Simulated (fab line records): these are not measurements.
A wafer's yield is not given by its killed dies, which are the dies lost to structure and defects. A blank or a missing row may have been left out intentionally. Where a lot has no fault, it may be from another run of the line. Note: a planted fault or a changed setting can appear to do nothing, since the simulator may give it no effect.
Code-filled problem report in 8D (eight disciplines) form | flow nandHarc | the parts of the form that need people (team, actions taken, sign-off) are left out

## 1. THE ISSUE
At NHARC_END_SORT_01, killedAtPeriphery averages 622.3 over 3 wafers from 2 lots, while fault-free wafers read 3.8, standard deviation 2.9. So: +99 or more standard deviations from the usual mean.
Earliest sighting: wafer L191.1 on prober-02 at day 30 02:23. At this step, 39 wafers from 13 lots have a number in the record. By rule, "out" or "out of limits" means more than 4 standard deviations away from the usual mean. The rest of the wafers with a number are treated as sound.

## 2. WHAT IT IS AND WHAT IT IS NOT
question                    | is                                                | is not
which readings at this step | killedAtPeriphery, defectLimitedYield, killedDies | killedAtArray, killedAtOther, killedOpen, killedShort
which lots                  | L191, L193                                        | L179, L180, L181, L182, L183, L184, L185, L186, L187, L198, L200
which wafers of those lots  | L191.1, L193.3, L193.6                            | L191.2, L191.4, L193.2
read on which gauges        | prober-01, prober-02                              | -
when                        | from day 30 02:23                                 | up to then (27 sound wafers); but 9 sound wafers of L191, L193, L198, L200 came after

## 3. THE SUSPECTS, EACH WITH WHAT RULES IT OUT
Counting: any tool at a process step up to the reading remains a suspect provided it ran every lot that is out. Sound lots after the first of them don't rule it out here, since some wafers of a struck lot are sound.
- the gauge at NHARC_END_SORT_01 has been ruled out. 2 gauges (prober-01, prober-02) read the wafers that are out.
- pecvd-04 at NHARC_P_M0_DEP_00 (deposits SiOC, target thk 150 nm): kept. Ran every lot that is out, first one L191 (day 11 07:08); last sound lot up to then L185 (day 9 00:23).
- pecvd-04 at NHARC_THIN_TSV_DEP_47 (deposits SiO2, target thk 200 nm): kept. Ran every lot that is out, first one L191 (day 29 13:10); last sound lot up to then L187 (day 28 04:14).
After counting, pecvd-04 at NHARC_P_M0_DEP_00 and pecvd-04 at NHARC_THIN_TSV_DEP_47 remain.

## 4. THE CAUSE (what the simulator had put in)
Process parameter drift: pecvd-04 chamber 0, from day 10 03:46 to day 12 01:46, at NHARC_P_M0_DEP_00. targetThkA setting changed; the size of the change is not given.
Of the 2 suspects that counting leaves, this tool is one.

## 5. THE EFFECT CHAIN, in route order
One row per reading whose mean, taken over the struck wafers that have a number, lies over 3 standard deviations from the usual. Readings are gone through only where the record gives a usual standard deviation; hours: the median, over the lots, of the time from a lot's start at the first step in this table giving one to that lot's start at this step; sigmas: the change measured in usual standard deviations.
hours | step              | reading            | usual  | on struck wafers | change | sigmas
0     | NHARC_END_SORT_01 | defectLimitedYield | 91.1 % | 0.0              | -91.1  | -33
0     | NHARC_END_SORT_01 | killedAtPeriphery  | 3.8    | 622.3            | +618.5 | +99 or more
0     | NHARC_END_SORT_01 | killedDies         | 60     | 677              | +617   | +32

## 6. HOW IT WOULD HAVE BEEN CAUGHT EARLIER
The first out-of-limits reading at a measuring or inspecting step in this record came at day 30 02:23, 479 hours after the fault's start at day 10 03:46.
Each of the lots that are out, 2 in all, had begun NHARC_P_M0_DEP_00 on pecvd-04 no later than day 30 02:23. Tool hold at that time: it would have spared none of them.
